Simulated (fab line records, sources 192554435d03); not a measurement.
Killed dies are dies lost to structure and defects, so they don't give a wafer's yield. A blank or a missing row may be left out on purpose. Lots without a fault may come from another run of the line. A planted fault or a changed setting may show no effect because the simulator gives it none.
fab line records | flow n5_finfet
record lots=6 wafers=16 last_day=18
route steps=1938 shown BEOL_M9@1469 BEOL_M10@1470
lots that met no fault: from a run of the same line without faults
start_h: hours from the record's first day to the start of the lot's first wafer shown | wait_h: hours since the lot's step before | " the same as in the row above | L1.1+2: a row that stands for several wafers | - no value, or no start given | * or withheld: withheld | < > ~ a bound
route shown NAME@n: a module of which the file shows steps, and the number in the route of the first | usual: mean/standard deviation of fault-free wafers | same: alike in all rows | chamber/n: place in a boat | sites: the reading at each site | _std_site: their standard deviation | _edge_site: outer sites' mean less inner sites' | radius_mm: how far each site lies from the wafer's centre | mask NAME#n: copy n | behind: the tool/chamber that last shaped the wafer | hold: why the lot was held/for how many hours/how that ended | device: the transistor (n, p or np) that didn't switch | end of line: the same wafers' tests at the end of the route | a step without rows: its recipe alone | killed: dies lost to structure and defects at the first sort, not the wafer's yield | map: a wafer's dies, x killed, . not, _ none there
set.NAME: the setting as run; set.NAME@STEP: as run at that earlier step | model.NAME: the simulator's own value behind a step, which no gauge read
lots at some steps of the route; a table a step, a row a wafer
services: from which hour (start_h, from the record's first day; less than 0 if before it) a tool's chamber was out of use, for how many hours, and why
## steps
# step N5_BEOL_M9_INSPECT_58
# recipe inspect_instrument=darkfield mode=post_dep
# usual raw_defect_count=71/25
# columns lot.wafer tool chamber start_h wait_h raw_defect_count
L366.2 defect_inspect-02 - 255.85 0.0 60
L366.5 " - " " 61
L366.6 " - " " 88
L369.1 defect_inspect-01 - 285.21 0.0 88
L369.3 " - " " 79
L375.1 defect_inspect-02 - 341.66 0.0 75
L375.3 " - " " 59
L375.5 " - " " 60
L377.3 defect_inspect-01 - 345.48 0.0 123
L377.5 " - " " 47
L377.6 " - " " 84
L383.1 defect_inspect-01 - 366.59 0.0 54
L383.5 " - " " 79
L382.1 defect_inspect-01 - 367.36 0.0 82
L382.2 " - " " 97
L382.3 " - " " 85
# step N5_BEOL_M10_ILD_DEP_00
# recipe material=SiCOH_lowk target_thk_a=3085.1 temp_c=300 precursor=DEMS/porogen pressure_torr=5 rf_w=500 time_s=58
# usual heater_power_w=324/42 showerhead_plenum_p_Torr=5.748/0.018 throttle_valve_pct=13.5/0.37
# columns lot.wafer tool chamber start_h wait_h heater_power_w showerhead_plenum_p_Torr since_wet_clean_h throttle_valve_pct
L366.2 pecvd-01 0 255.88 0.0 336 5.778 960 13.3
L366.5 " 1 " " 328 5.771 - 13.3
L366.6 " 0 " " 284 5.766 - 12.9
L369.1 pecvd-03 0 285.25 0.0 228 5.735 808 14.0
L369.3 " 1 " " 326 5.713 1533 14.2
L375.1 pecvd-01 0 341.70 0.0 273 5.749 1046 13.5
L375.3 " 2 " " 335 5.743 291 13.5
L375.5 " 2 " " 343 5.745 - 13.4
L377.3 pecvd-03 0 345.52 0.0 286 5.724 868 14.1
L377.5 " 0 " " 293 5.729 - 13.8
L377.6 " 2 " " 270 5.736 - 13.3
L383.1 pecvd-01 0 366.62 0.0 338 5.746 1071 13.1
L383.5 " 0 " " 343 5.762 - 13.5
L382.1 pecvd-01 0 367.40 0.0 305 5.752 1071 13.3
L382.2 " 2 " " 349 5.736 317 13.7
L382.3 " 1 " " 340 5.775 1796 13.5
# step N5_BEOL_M10_CURE_71
# recipe temp_c=385 time_s=240 ambient=He/Ar material=SiCOH_lowk
# usual lamp_power_pct=52.31/0.045 wafer_temp_C_max=386.7/0.71
# columns lot.wafer tool chamber start_h wait_h lamp_power_pct wafer_temp_C_max
L366.2 uv_cure-02 0 256.07 0.2 52.28 386.4
L366.5 " 0 " " 52.33 387.0
L366.6 " 0 " " 52.28 387.2
L369.1 uv_cure-03 1 285.33 0.0 52.37 385.6
L369.3 " 1 " " 52.27 385.7
L375.1 uv_cure-02 2 341.78 0.0 52.37 387.2
L375.3 " 2 " " 52.30 387.2
L375.5 " 2 " " 52.27 387.1
L377.3 uv_cure-02 2 345.76 0.2 52.41 387.7
L377.5 " 2 " " 52.27 386.9
L377.6 " 2 " " 52.24 387.4
L383.1 uv_cure-03 2 367.51 0.9 52.25 388.7
L383.5 " 2 " " 52.34 388.6
L382.1 uv_cure-01 1 368.58 1.2 52.38 386.8
L382.2 " 1 " " 52.26 386.7
L382.3 " 1 " " 52.29 387.4
# step N5_BEOL_M10_THK_MEAS_01
# recipe reads=SiCOH_lowk_of_BEOL_M10_ILD_DEP_00
# usual M10_ILD_THK=268/4.5
# columns lot.wafer tool chamber start_h wait_h M10_ILD_THK[nm]
L366.2 film_metro-01 - 256.50 0.4 263
L366.5 " - " " 269
L366.6 " - " " 270
L369.1 film_metro-01 - 285.84 0.4 263
L369.3 " - " " 257
L375.1 film_metro-02 - 342.29 0.4 268
L375.3 " - " " 267
L375.5 " - " " 272
L377.3 film_metro-02 - 346.11 0.3 266
L377.5 " - " " 268
L377.6 " - " " 272
L383.1 film_metro-01 - 368.02 0.4 267
L383.5 " - " " 274
L382.1 film_metro-02 - 369.10 0.4 270
L382.2 " - " " 267
L382.3 " - " " 268
# step N5_BEOL_M10_PECVD_70
# recipe material=SiO2 target_thk_a=200 temp_c=400 precursor=TEOS/O2 pressure_torr=5.5 rf_w=450 teos_flow_sccm=53.8 gas=O2 flow_sccm=3000 time_s=22.7
# usual heater_power_w=714/97 showerhead_plenum_p_Torr=8.78/0.069 throttle_valve_pct=22.2/0.59
# columns lot.wafer tool chamber start_h wait_h heater_power_w showerhead_plenum_p_Torr since_wet_clean_h throttle_valve_pct
L366.2 pecvd-03 1 256.54 0.0 653 8.66 1504 23.2
L366.5 " 1 " " 638 8.65 - 23.0
L366.6 " 0 " " 579 8.77 - 22.3
L369.1 pecvd-01 2 285.88 0.0 665 8.82 235 22.0
L369.3 " 1 " " 770 8.87 1715 21.1
L375.1 pecvd-03 1 342.33 0.0 754 8.65 1590 23.3
L375.3 " 0 " " 578 8.78 865 22.5
L375.5 " 2 " " 546 8.78 - 21.6
L377.3 pecvd-03 2 346.15 0.0 586 8.77 115 21.7
L377.5 " 1 " " 719 8.65 - 22.9
L377.6 " 2 " " 582 8.76 - 21.7
L383.1 pecvd-02 0 368.06 0.0 704 8.80 1253 22.6
L383.5 " 2 " " 632 8.81 - 22.3
L382.1 pecvd-02 2 369.13 0.0 710 8.81 500 22.3
L382.2 " 0 " " 772 8.77 1254 22.2
L382.3 " 1 " " 786 8.87 1979 21.9
# step N5_BEOL_M10_HM_DEP_02
# recipe material=TiN target_thk_a=200 temp_c=25 chamber_pressure_pa=0.49996
# usual throttle_valve_pct=30.2/0.98
# columns lot.wafer tool chamber start_h wait_h throttle_valve_pct
L366.2 pvd_sputter-01 - 258.44 1.9 29.9
L366.5 " - " " 30.5
L366.6 " - " " 30.3
L369.1 pvd_sputter-03 - 286.42 0.5 30.4
L369.3 " - " " 29.5
L375.1 pvd_sputter-01 - 343.55 1.2 32.1
L375.3 " - " " 30.2
L375.5 " - " " 30.0
L377.3 pvd_sputter-01 - 346.89 0.7 31.9
L377.5 " - " " 31.7
L377.6 " - " " 30.5
L383.1 pvd_sputter-01 - 370.20 2.1 28.8
L383.5 " - " " 28.6
L382.1 pvd_sputter-02 - 370.51 1.4 30.0
L382.2 " - " " 29.9
L382.3 " - " " 31.8
# step N5_BEOL_M10_COAT_59
# recipe resist=SOC temp_c=250 time_s=60 spin_rpm=1500 resist_thk_nm=100
# step N5_BEOL_M10_COAT_60
# recipe resist=SiARC temp_c=220 time_s=60 spin_rpm=1500 resist_thk_nm=30
# step N5_BEOL_M10_COAT_05
# recipe resist=CAR-ArF spin_rpm=1500 resist_thk_nm=90
# step N5_BEOL_M10_EBR_07
# recipe solvent=PGMEA ebr_width_mm=1.5
# step N5_BEOL_M10_SOFTBAKE_06
# recipe temp_c=110 time_s=60 resist=CAR-ArF
# step N5_BEOL_M10_EXPOSE_08
# recipe mask_id=M10 na=1.35 source_shape=dipole sigma_inner=0.411 sigma_outer=0.611 polarization=te dose_mj=53.75
# step N5_BEOL_M10_PEB_09
# recipe peb_temp_c=withheld peb_time_s=60 resist=CAR-ArF
# usual chill_plate_temp_C=22.99/0.11 exhaust_pa=44.8/0.82
# columns lot.wafer tool chamber start_h wait_h chill_plate_temp_C exhaust_pa
L366.2 litho_track-01 0 258.87 0.0 22.94 46.1
L366.5 " 0 " " 22.84 45.3
L366.6 " 0 " " 22.89 45.7
L369.1 litho_track-04 0 286.85 0.1 22.86 44.2
L369.3 " 0 " " 22.90 45.3
L375.1 litho_track-04 - 343.98 0.1 - -
L375.3 " - " " - -
L375.5 " - " " - -
L377.3 litho_track-01 - 347.32 0.0 - -
L377.5 " - " " - -
L377.6 " - " " - -
L383.1 litho_track-03 0 370.52 0.1 23.12 45.0
L383.5 " 0 " " 23.12 44.9
L382.1 litho_track-04 0 370.94 0.1 23.18 45.0
L382.2 " 0 " " 22.93 44.5
L382.3 " 0 " " 23.01 44.9
# step N5_BEOL_M10_DEVELOP_10
# recipe develop_time_s=30 developer=TMAH resist=CAR-ArF rinse_liquid=diw dry=air_spin dev_temp_c=23
## services
# columns tool chamber start_h hours kind
pecvd-03 0 237.39 5.5 scheduled_down
pecvd-03 0 243.03 4.9 repair
pecvd-01 2 245.23 12.9 repair
uv_cure-01 - 248.69 7.5 pm
pecvd-02 1 249.97 2.1 scheduled_down
pecvd-03 2 273.09 2.1 scheduled_down
pecvd-01 1 303.86 4.9 repair
uv_cure-02 - 306.34 2.1 pm
litho_track-01 - 315.35 - consumable_replace:filter
uv_cure-01 - 328.81 2.1 pm
pecvd-02 0 337.11 2.1 scheduled_down
uv_cure-03 - 337.31 2.8 pm
uv_cure-03 - 352.91 14.6 pm
uv_cure-02 - 363.06 7.5 pm
litho_track-03 - 363.07 - consumable_replace:filter
uv_cure-02 - 370.61 2.8 pm
## key
first_sign step=N5_BEOL_M10_PEB_09 reading=tool_record direction=missing
effect none on later readings
met_at N5_BEOL_M10_PEB_09
struck_wafers L375.1,L375.3,L375.5,L377.3,L377.5,L377.6
later_rows_left_out L375.1,L375.3,L375.5,L377.3,L377.5,L377.6
sort_left_out L375.1,L375.3,L375.5,L377.3,L377.5,L377.6
onset_between 286.85 343.98
fault kind=skipped_step_whole tool=litho_track-01,litho_track-04 chamber=- onset_h=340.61 steps=N5_BEOL_M10_PEB_09 scope=struck_lots_only
# sort_left_out: the simulated sort isn't trusted on such a fault, so these wafers' sort isn't shown, and their yield isn't known
# later_rows_left_out: the simulator's readings of these wafers behind a module that went badly wrong aren't trusted and aren't shown, but for the sort
